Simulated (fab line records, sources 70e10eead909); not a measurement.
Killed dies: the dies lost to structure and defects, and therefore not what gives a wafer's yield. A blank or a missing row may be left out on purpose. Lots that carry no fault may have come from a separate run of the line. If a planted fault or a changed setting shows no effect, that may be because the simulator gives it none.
fab line records | flow nandHarc
record lots=6 | wafers=18 | lastDay=32
route steps=1302 shown A_ONON_D1@432 END@1302
lots that met no fault: from a run of the same line without faults
startH: the number of hours between the record's first day and the start of the first shown wafer of the lot | waitH: time in hours since the lot's previous step | " repeats the value in the row above | L1.1+2: a single row standing in for several wafers | - value missing, or start not given | * or withheld: withheld | < > ~ a bound
route shown NAME@n: names a module that has steps shown in the file, with the first one's number in the route | usual: the fault-free wafers' mean and standard deviation | same: alike in all rows | chamber/n: place in a boat | sites: the reading at each site | _std_site: standard deviation of those values | _edge_site: outer sites' mean less inner sites' | radiusMm: for every site, how far away it sits from the centre of the wafer | mask NAME#n: copy n | behind: tool/chamber where the wafer was last shaped | hold: why the lot was held/for how many hours/how that ended | device: which transistor (n, p or np) failed to switch | end of line: tests of these same wafers at the route's end | step lacking rows: just its recipe | killed: count of dies lost to structure and defects at first sort (not the wafer's yield) | map: dies across one wafer; x = killed, . = not, _ = none there
set.NAME: the setting the step ran with; set.NAME@STEP: the setting that earlier step ran with | model.NAME: the simulator's own value behind a step, which no gauge read
lots at some steps of the route; a table a step, a row a wafer
services: the hour from which a tool's chamber was out of use, counted from the record's first day as startH (under 0 if before that day), plus the number of hours and why
## steps
# step NHARC_A_ONON_D1_DEP_12
# recipe targetThkA=10000 | n2FlowSccm=2750 | n2oFlowSccm=2000 | nh3FlowSccm=500 | sih4FlowSccm=210 | tempC=400
# step NHARC_A_ONON_D1_THK_MEAS_14
# recipe thkMeasGauge=ellipsometry
# usual thkNm=999/7.7
lot.wafer | tool         | chamber | startH | waitH | thkNm
L822.2    | filmMetro-02 | -       | 201.11 | -     | 993
L822.3    | "            | -       | "      | "     | 993
L822.5    | "            | -       | "      | "     | 992
L831.1    | filmMetro-01 | -       | 296.32 | -     | 998
L831.4    | "            | -       | "      | "     | 996
L831.5    | "            | -       | "      | "     | 996
L832.1    | filmMetro-01 | -       | 313.83 | -     | 1008
L832.3    | "            | -       | "      | "     | 1009
L832.6    | "            | -       | "      | "     | 1008
L834.2    | filmMetro-02 | -       | 334.17 | -     | 988
L834.3    | "            | -       | "      | "     | 989
L834.4    | "            | -       | "      | "     | 990
L838.1    | filmMetro-02 | -       | 366.51 | -     | 996
L838.3    | "            | -       | "      | "     | 995
L838.4    | "            | -       | "      | "     | 995
L839.1    | filmMetro-01 | -       | 378.61 | -     | 1004
L839.2    | "            | -       | "      | "     | 1004
L839.4    | "            | -       | "      | "     | 1003
# step NHARC_A_ONON_D1_ANNEAL_15
# recipe tempC=750 | timeS=3600
# step NHARC_A_ONON_D1_DEP_16
# recipe targetThkA=10000 | n2FlowSccm=2750 | n2oFlowSccm=2000 | nh3FlowSccm=500 | sih4FlowSccm=210 | tempC=400
# step NHARC_A_ONON_D1_THK_MEAS_18
# recipe thkMeasGauge=ellipsometry
# usual thkNm=1002/11
lot.wafer | tool         | chamber | startH | waitH | thkNm
L822.2    | filmMetro-02 | -       | 208.92 | -     | 973
L822.3    | "            | -       | "      | "     | 972
L822.5    | "            | -       | "      | "     | 974
L831.1    | filmMetro-02 | -       | 304.39 | -     | 1014
L831.4    | "            | -       | "      | "     | 1016
L831.5    | "            | -       | "      | "     | 1015
L832.1    | filmMetro-02 | -       | 322.77 | -     | 1012
L832.3    | "            | -       | "      | "     | 1015
L832.6    | "            | -       | "      | "     | 1014
L834.2    | filmMetro-02 | -       | 343.20 | -     | 1002
L834.3    | "            | -       | "      | "     | 1001
L834.4    | "            | -       | "      | "     | 1002
L838.1    | filmMetro-01 | -       | 376.33 | -     | 998
L838.3    | "            | -       | "      | "     | 996
L838.4    | "            | -       | "      | "     | 996
L839.1    | filmMetro-01 | -       | 386.27 | -     | 1009
L839.2    | "            | -       | "      | "     | 1008
L839.4    | "            | -       | "      | "     | 1008
# step NHARC_A_ONON_D1_DEP_19
# recipe targetThkA=10000 | n2FlowSccm=2750 | n2oFlowSccm=2000 | nh3FlowSccm=500 | sih4FlowSccm=210 | tempC=400
# step NHARC_A_ONON_D1_THK_MEAS_21
# recipe thkMeasGauge=ellipsometry
# usual thkNm=1003/8.9
lot.wafer | tool         | chamber | startH | waitH | thkNm
L822.2    | filmMetro-02 | -       | 209.48 | -     | 1000
L822.3    | "            | -       | "      | "     | 999
L822.5    | "            | -       | "      | "     | 1000
L831.1    | filmMetro-01 | -       | 304.96 | -     | 1012
L831.4    | "            | -       | "      | "     | 1012
L831.5    | "            | -       | "      | "     | 1011
L832.1    | filmMetro-02 | -       | 323.33 | -     | 1007
L832.3    | "            | -       | "      | "     | 1009
L832.6    | "            | -       | "      | "     | 1008
L834.2    | filmMetro-02 | -       | 343.77 | -     | 995
L834.3    | "            | -       | "      | "     | 998
L834.4    | "            | -       | "      | "     | 997
L838.1    | filmMetro-01 | -       | 376.89 | -     | 997
L838.3    | "            | -       | "      | "     | 997
L838.4    | "            | -       | "      | "     | 998
L839.1    | filmMetro-01 | -       | 386.84 | -     | 1019
L839.2    | "            | -       | "      | "     | 1019
L839.4    | "            | -       | "      | "     | 1018
# step NHARC_A_ONON_D1_DEP_22
# recipe targetThkA=10000 | n2FlowSccm=2750 | n2oFlowSccm=2000 | nh3FlowSccm=500 | sih4FlowSccm=210 | tempC=400
# step NHARC_A_ONON_D1_THK_MEAS_24
# recipe thkMeasGauge=ellipsometry
# usual thkNm=1000/9.9
lot.wafer | tool         | chamber | startH | waitH | thkNm
L822.2    | filmMetro-02 | -       | 210.05 | -     | 987
L822.3    | "            | -       | "      | "     | 985
L822.5    | "            | -       | "      | "     | 986
L831.1    | filmMetro-02 | -       | 305.53 | -     | 997
L831.4    | "            | -       | "      | "     | 997
L831.5    | "            | -       | "      | "     | 994
L832.1    | filmMetro-01 | -       | 323.89 | -     | 1017
L832.3    | "            | -       | "      | "     | 1017
L832.6    | "            | -       | "      | "     | 1015
L834.2    | filmMetro-02 | -       | 344.33 | -     | 1006
L834.3    | "            | -       | "      | "     | 1003
L834.4    | "            | -       | "      | "     | 1006
L838.1    | filmMetro-01 | -       | 377.45 | -     | 1004
L838.3    | "            | -       | "      | "     | 1007
L838.4    | "            | -       | "      | "     | 1006
L839.1    | filmMetro-01 | -       | 387.41 | -     | 988
L839.2    | "            | -       | "      | "     | 988
L839.4    | "            | -       | "      | "     | 988
# step NHARC_A_ONON_D1_DEP_25
# recipe targetThkA=10000 | n2FlowSccm=2750 | n2oFlowSccm=2000 | nh3FlowSccm=500 | sih4FlowSccm=210 | tempC=400
# step NHARC_A_ONON_D1_THK_MEAS_27
# recipe thkMeasGauge=ellipsometry
# usual thkNm=997/8.3
lot.wafer | tool         | chamber | startH | waitH | thkNm
L822.2    | filmMetro-01 | -       | 210.62 | -     | 988
L822.3    | "            | -       | "      | "     | 988
L822.5    | "            | -       | "      | "     | 987
L831.1    | filmMetro-01 | -       | 306.10 | -     | 1001
L831.4    | "            | -       | "      | "     | 1003
L831.5    | "            | -       | "      | "     | 1001
L832.1    | filmMetro-01 | -       | 324.46 | -     | 1003
L832.3    | "            | -       | "      | "     | 1003
L832.6    | "            | -       | "      | "     | 1005
L834.2    | filmMetro-01 | -       | 344.90 | -     | 1003
L834.3    | "            | -       | "      | "     | 1003
L834.4    | "            | -       | "      | "     | 1004
L838.1    | filmMetro-01 | -       | 378.01 | -     | 1000
L838.3    | "            | -       | "      | "     | 1002
L838.4    | "            | -       | "      | "     | 1000
L839.1    | filmMetro-01 | -       | 387.98 | -     | 1001
L839.2    | "            | -       | "      | "     | 1002
L839.4    | "            | -       | "      | "     | 1002
# step NHARC_A_ONON_D1_DEP_28
# recipe targetThkA=10000 | n2FlowSccm=2750 | n2oFlowSccm=2000 | nh3FlowSccm=500 | sih4FlowSccm=210 | tempC=400
# usual sih4FlowSccm=209.8/0.66
lot.wafer | tool         | chamber | startH | waitH | sih4FlowSccm
L822.2    | pecvdOnon-04 | 0       | 210.73 | 0.1   | 210.7
L822.3    | "            | 0       | "      | "     | 209.0
L822.5    | "            | 0       | "      | "     | 209.2
L831.1    | pecvdOnon-01 | 0       | 306.15 | 0.1   | 208.6
L831.4    | "            | 0       | "      | "     | 210.2
L831.5    | "            | 0       | "      | "     | 209.6
L832.1    | pecvdOnon-01 | 0       | 324.51 | 0.1   | 210.6
L832.3    | "            | 0       | "      | "     | 210.1
L832.6    | "            | 0       | "      | "     | 210.1
L834.2    | pecvdOnon-03 | 0       | 345.02 | 0.1   | 208.9
L834.3    | "            | 0       | "      | "     | 209.1
L834.4    | "            | 0       | "      | "     | 209.2
L838.1    | pecvdOnon-04 | 0       | 378.07 | 0.1   | 209.5
L838.3    | "            | 0       | "      | "     | 210.6
L838.4    | "            | 0       | "      | "     | 209.6
L839.1    | pecvdOnon-01 | 0       | 388.03 | 0.1   | 209.5
L839.2    | "            | 0       | "      | "     | 210.5
L839.4    | "            | 0       | "      | "     | 210.2
# step NHARC_A_ONON_D1_THK_MEAS_30
# recipe thkMeasGauge=ellipsometry
# usual thkNm=1000/10
lot.wafer | tool         | chamber | startH | waitH | thkNm
L822.2    | filmMetro-02 | -       | 211.18 | -     | 980
L822.3    | "            | -       | "      | "     | 981
L822.5    | "            | -       | "      | "     | 981
L831.1    | filmMetro-01 | -       | 306.66 | -     | 1574
L831.4    | "            | -       | "      | "     | 1575
L831.5    | "            | -       | "      | "     | 1576
L832.1    | filmMetro-02 | -       | 325.02 | -     | 1577
L832.3    | "            | -       | "      | "     | 1581
L832.6    | "            | -       | "      | "     | 1578
L834.2    | filmMetro-02 | -       | 345.47 | -     | 998
L834.3    | "            | -       | "      | "     | 1000
L834.4    | "            | -       | "      | "     | 1001
L838.1    | filmMetro-01 | -       | 378.57 | -     | 1011
L838.3    | "            | -       | "      | "     | 1010
L838.4    | "            | -       | "      | "     | 1009
L839.1    | filmMetro-02 | -       | 388.54 | -     | 1014
L839.2    | "            | -       | "      | "     | 1016
L839.4    | "            | -       | "      | "     | 1015
# step NHARC_A_ONON_D1_DEP_33
# recipe targetThkA=2000 | tempC=400 | pressureTorr=6.5 | rfW=900 | teosFlowSccm=161.4 | flowSccm=2650 | targetThkNm=200 | gas=O2 | material=SiO2
# usual flowSccm=2652/8.2 | heaterPowerW=504/65 | mfcPrecursorSccm=161.4/0.48 | throttleValvePct=16.0/0.44
lot.wafer | tool     | chamber | startH | waitH | flowSccm | heaterPowerW | mfcPrecursorSccm | throttleValvePct
L822.2    | pecvd-04 | 0       | 211.29 | 0.1   | 2628     | 493          | 161.7            | 15.7
L822.3    | "        | 1       | "      | "     | 2666     | 521          | 161.0            | 16.0
L822.5    | "        | 0       | "      | "     | 2648     | 489          | 161.0            | 15.7
L831.1    | pecvd-02 | 2       | 306.76 | 0.1   | 2629     | 544          | 161.4            | 16.4
L831.4    | "        | 2       | "      | "     | 2653     | 389          | 161.9            | 16.5
L831.5    | "        | 0       | "      | "     | 2652     | 515          | 161.8            | 16.4
L832.1    | pecvd-02 | 0       | 325.08 | 0.1   | 2668     | 497          | 162.1            | 16.3
L832.3    | "        | 0       | "      | "     | 2663     | 505          | 162.2            | 16.4
L832.6    | "        | 0       | "      | "     | 2652     | 496          | 161.8            | 16.4
L834.2    | pecvd-01 | 1       | 345.53 | 0.1   | 2660     | 586          | 161.7            | 16.8
L834.3    | "        | 0       | "      | "     | 2662     | 577          | 160.4            | 15.4
L834.4    | "        | 2       | "      | "     | 2659     | 530          | 161.5            | 16.3
L838.3    | pecvd-01 | 1       | 378.68 | 0.1   | 2645     | 585          | 161.4            | 16.7
L838.1    | "        | 2       | "      | "     | 2659     | 546          | 161.3            | 16.2
L838.4    | "        | 0       | "      | "     | 2649     | 553          | 161.7            | 15.8
L839.2    | pecvd-02 | 2       | 388.60 | 0.1   | 2654     | 497          | 161.4            | 16.5
L839.1    | "        | 1       | "      | "     | 2640     | 482          | 161.0            | 15.5
L839.4    | "        | 1       | "      | "     | 2651     | 491          | 161.7            | 15.6
# step NHARC_END_SORT_01
# recipe tempC=25
# usual killedAtArray=49/18 | killedAtOther=0.7/1.1 | killedAtPeriphery=4.0/2.6 | killedDies=54/19 | killedOpen=3.4/1.7 | killedShort=2.5/1.7
# same grossDies=677
lot.wafer | tool      | chamber | startH | waitH | killedAtArray | killedAtOther | killedAtPeriphery | killedDies | killedOpen | killedShort
L822.2    | prober-02 | 0       | 591.10 | 2.8   | 58            | 0             | 2                 | 60         | 3          | 3
L822.3    | prober-02 | 0       | 591.89 | 3.1   | 68            | 0             | 7                 | 75         | 6          | 1
L822.5    | prober-02 | 0       | 593.47 | 3.7   | 26            | 0             | 2                 | 28         | 5          | 1
L831.1    | prober-01 | 0       | 678.99 | 2.5   | 663           | 1             | 13                | 677        | 2          | 0
L831.4    | prober-01 | 0       | 681.41 | 3.4   | 665           | 0             | 12                | 677        | 3          | 6
L831.5    | prober-01 | 0       | 682.21 | 3.7   | 666           | 1             | 10                | 677        | 3          | 1
L832.1    | prober-01 | 0       | 692.48 | 2.5   | 669           | 0             | 8                 | 677        | 3          | 3
L832.3    | prober-01 | 0       | 694.08 | 3.1   | 671           | 0             | 6                 | 677        | 6          | 4
L832.6    | prober-01 | 0       | 696.49 | 4.0   | 670           | 1             | 6                 | 677        | 4          | 4
# killed by level:class
L822.2 A_CHANNEL_HOLE_D2:chamberFilmFlake=27 A_CHANNEL_HOLE_D1:chamberFilmFlake=16 A_CONTACT:chamberFilmFlake=3 P_GATE:chamberFilmFlake=2 A_CHANNEL_FILL_D1:chamberFilmFlake=2 A_DECK1_JOINT:chamberFilmFlake=2 A_SOURCE_PLATE:geometricParticle:open=1 A_CHANNEL_HOLE_D1:geometricParticle:open=1
L822.3 A_CHANNEL_HOLE_D2:chamberFilmFlake=34 A_CHANNEL_HOLE_D1:chamberFilmFlake=14 A_CHANNEL_FILL_D1:chamberFilmFlake=5 P_STI:chamberFilmFlake=4 A_CONTACT:chamberFilmFlake=4 A_DECK1_JOINT:chamberFilmFlake=3 A_ONON_D1:geometricParticle:open=2 P_GATE:chamberFilmFlake=2
L822.5 A_CHANNEL_HOLE_D2:chamberFilmFlake=10 A_CHANNEL_HOLE_D1:chamberFilmFlake=8 P_M1:geometricParticle:open=2 A_ONON_D2:geometricParticle:open=2 A_CHANNEL_FILL_D1:chamberFilmFlake=2 A_CHANNEL_HOLE_D2:geometricParticle:open=1 A_SGD_CUT:geometricParticle:short=1 A_STAIRCASE:chamberFilmFlake=1
L831.1 A_ONON_D1:areaDep=602 A_CHANNEL_HOLE_D1:chamberFilmFlake=27 A_SLIT:chamberFilmFlake=15 A_CONTACT:chamberFilmFlake=14 P_CONTACT:chamberFilmFlake=6 P_GATE:chamberFilmFlake=3 P_ZERO_WELL:chamberFilmFlake=2 A_STAIRCASE:chamberFilmFlake=2
L831.4 A_ONON_D1:areaDep=604 A_SLIT:chamberFilmFlake=24 A_CHANNEL_HOLE_D1:chamberFilmFlake=16 A_CONTACT:chamberFilmFlake=10 P_ZERO_WELL:chamberFilmFlake=4 P_GATE:chamberFilmFlake=2 P_M2:chamberFilmFlake=2 A_STAIRCASE:chamberFilmFlake=2
L831.5 A_ONON_D1:areaDep=582 A_CHANNEL_HOLE_D1:chamberFilmFlake=35 A_SLIT:chamberFilmFlake=32 A_CONTACT:chamberFilmFlake=10 P_CONTACT:chamberFilmFlake=4 A_STAIRCASE:chamberFilmFlake=3 P_GATE:chamberFilmFlake=2 A_CHANNEL_FILL_D1:chamberFilmFlake=2
L832.1 A_ONON_D1:areaDep=606 A_CHANNEL_HOLE_D1:chamberFilmFlake=30 A_CHANNEL_HOLE_D2:chamberFilmFlake=22 P_GATE:chamberFilmFlake=3 A_STAIRCASE:chamberFilmFlake=3 P_ZERO_WELL:chamberFilmFlake=2 A_SLIT:chamberFilmFlake=2 A_CONTACT:chamberFilmFlake=2
L832.3 A_ONON_D1:areaDep=591 A_CHANNEL_HOLE_D1:chamberFilmFlake=35 A_CHANNEL_HOLE_D2:chamberFilmFlake=23 A_CONTACT:chamberFilmFlake=6 P_GATE:chamberFilmFlake=3 A_SLIT:chamberFilmFlake=3 A_STAIRCASE:chamberFilmFlake=3 A_WL_FILL:geometricParticle:open=2
L832.6 A_ONON_D1:areaDep=624 A_CHANNEL_HOLE_D1:chamberFilmFlake=17 A_CHANNEL_HOLE_D2:chamberFilmFlake=13 A_CONTACT:chamberFilmFlake=5 P_GATE:chamberFilmFlake=4 A_STAIRCASE:chamberFilmFlake=3 A_ONON_D1:geometricParticle:open=1 A_CHANNEL_HOLE_D1:geometricParticle:open=1
# map L831.1 (x killed, . not)
____________x____________
_________xxxxxxx_________
_______xxxxxxxxxxx_______
______xxxxxxxxxxxxx______
_____xxxxxxxxxxxxxxx_____
____xxxxxxxxxxxxxxxxx____
____xxxxxxxxxxxxxxxxx____
___xxxxxxxxxxxxxxxxxxx___
___xxxxxxxxxxxxxxxxxxx___
__xxxxxxxxxxxxxxxxxxxxx__
__xxxxxxxxxxxxxxxxxxxxx__
_xxxxxxxxxxxxxxxxxxxxxxx_
_xxxxxxxxxxxxxxxxxxxxxxx_
_xxxxxxxxxxxxxxxxxxxxxxx_
_xxxxxxxxxxxxxxxxxxxxxxx_
_xxxxxxxxxxxxxxxxxxxxxxx_
xxxxxxxxxxxxxxxxxxxxxxxxx
xxxxxxxxxxxxxxxxxxxxxxxxx
xxxxxxxxxxxxxxxxxxxxxxxxx
xxxxxxxxxxxxxxxxxxxxxxxxx
xxxxxxxxxxxxxxxxxxxxxxxxx
_xxxxxxxxxxxxxxxxxxxxxxx_
_xxxxxxxxxxxxxxxxxxxxxxx_
_xxxxxxxxxxxxxxxxxxxxxxx_
_xxxxxxxxxxxxxxxxxxxxxxx_
_xxxxxxxxxxxxxxxxxxxxxxx_
__xxxxxxxxxxxxxxxxxxxxx__
__xxxxxxxxxxxxxxxxxxxxx__
___xxxxxxxxxxxxxxxxxxx___
___xxxxxxxxxxxxxxxxxxx___
____xxxxxxxxxxxxxxxxx____
____xxxxxxxxxxxxxxxxx____
_____xxxxxxxxxxxxxxx_____
______xxxxxxxxxxxxx______
_______xxxxxxxxxxx_______
_________xxxxxxx_________
____________x____________
# map L832.1 (x killed, . not)
____________x____________
_________xxxxxxx_________
_______xxxxxxxxxxx_______
______xxxxxxxxxxxxx______
_____xxxxxxxxxxxxxxx_____
____xxxxxxxxxxxxxxxxx____
____xxxxxxxxxxxxxxxxx____
___xxxxxxxxxxxxxxxxxxx___
___xxxxxxxxxxxxxxxxxxx___
__xxxxxxxxxxxxxxxxxxxxx__
__xxxxxxxxxxxxxxxxxxxxx__
_xxxxxxxxxxxxxxxxxxxxxxx_
_xxxxxxxxxxxxxxxxxxxxxxx_
_xxxxxxxxxxxxxxxxxxxxxxx_
_xxxxxxxxxxxxxxxxxxxxxxx_
_xxxxxxxxxxxxxxxxxxxxxxx_
xxxxxxxxxxxxxxxxxxxxxxxxx
xxxxxxxxxxxxxxxxxxxxxxxxx
xxxxxxxxxxxxxxxxxxxxxxxxx
xxxxxxxxxxxxxxxxxxxxxxxxx
xxxxxxxxxxxxxxxxxxxxxxxxx
_xxxxxxxxxxxxxxxxxxxxxxx_
_xxxxxxxxxxxxxxxxxxxxxxx_
_xxxxxxxxxxxxxxxxxxxxxxx_
_xxxxxxxxxxxxxxxxxxxxxxx_
_xxxxxxxxxxxxxxxxxxxxxxx_
__xxxxxxxxxxxxxxxxxxxxx__
__xxxxxxxxxxxxxxxxxxxxx__
___xxxxxxxxxxxxxxxxxxx___
___xxxxxxxxxxxxxxxxxxx___
____xxxxxxxxxxxxxxxxx____
____xxxxxxxxxxxxxxxxx____
_____xxxxxxxxxxxxxxx_____
______xxxxxxxxxxxxx______
_______xxxxxxxxxxx_______
_________xxxxxxx_________
____________x____________
## services
tool         | chamber | startH | hours | kind
pecvd-02     | -       | 192.98 | 1.2   | repair
pecvd-04     | 0       | 219.18 | 6.3   | repair
pecvdOnon-03 | -       | 227.00 | 13.0  | pm
pecvd-02     | -       | 228.82 | 13.0  | pm
pecvd-02     | 0       | 228.82 | 13.0  | ventCycle
pecvd-02     | 1       | 228.82 | 13.0  | ventCycle
pecvd-02     | 2       | 228.82 | 13.0  | ventCycle
pecvd-02     | 0       | 241.82 | -     | clean
pecvd-02     | 1       | 241.82 | -     | clean
pecvd-02     | 2       | 241.82 | -     | clean
pecvd-02     | 1       | 243.64 | 4.7   | repair
pecvd-04     | -       | 269.00 | 13.0  | pm
pecvd-02     | 0       | 269.16 | 7.5   | repair
pecvdOnon-01 | -       | 269.21 | 13.0  | pm
pecvd-02     | 2       | 274.25 | 2.3   | repair
pecvd-01     | 0       | 290.70 | 8.9   | repair
pecvd-01     | -       | 311.00 | 13.0  | pm
pecvd-01     | 0       | 311.00 | 13.0  | ventCycle
pecvd-01     | 1       | 311.00 | 13.0  | ventCycle
pecvd-01     | 2       | 311.00 | 13.0  | ventCycle
pecvdOnon-04 | -       | 313.09 | 13.0  | pm
pecvd-01     | 0       | 324.00 | -     | clean
pecvd-02     | 2       | 324.58 | 11.8  | repair
pecvdOnon-01 | -       | 350.21 | 2.7   | repair
## key
firstSign step=NHARC_A_ONON_D1_THK_MEAS_30 | reading=thkNm | direction=up | sigmas=57 | usual=1000 | struck=1577
effect step=NHARC_END_SORT_01 | reading=killedAtArray | direction=up | sigmas=34 | usual=49 | struck=667
moreKillsBornAt NHARC_A_ONON_D1_DEP_28@pecvdOnon-01=3609
metAt NHARC_A_ONON_D1_DEP_28
struckWafers L831.1,L831.4,L831.5,L832.1,L832.3,L832.6
laterRowsLeftOut L831.1,L831.4,L831.5,L832.1,L832.3,L832.6
testerLeftOut L831,L832
fault kind=processParameterDrift | tool=pecvdOnon-01 | chamber=0 | onsetH=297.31 | steps=NHARC_A_ONON_D1_DEP_28 | channel=targetThkA | offset=* | shape=step | endH=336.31 | actsIn=* | stated=*
# testerLeftOut: of these lots the tester's yield and bins aren't shown, on N5 and GAA mostly nor the transistor test; their killed dies are dies lost to structure and defects alone, not to doping, threshold or leakage, so they don't give the yield
# laterRowsLeftOut: the simulator's readings of these wafers behind a module that went badly wrong aren't trusted and aren't shown, but for the sort
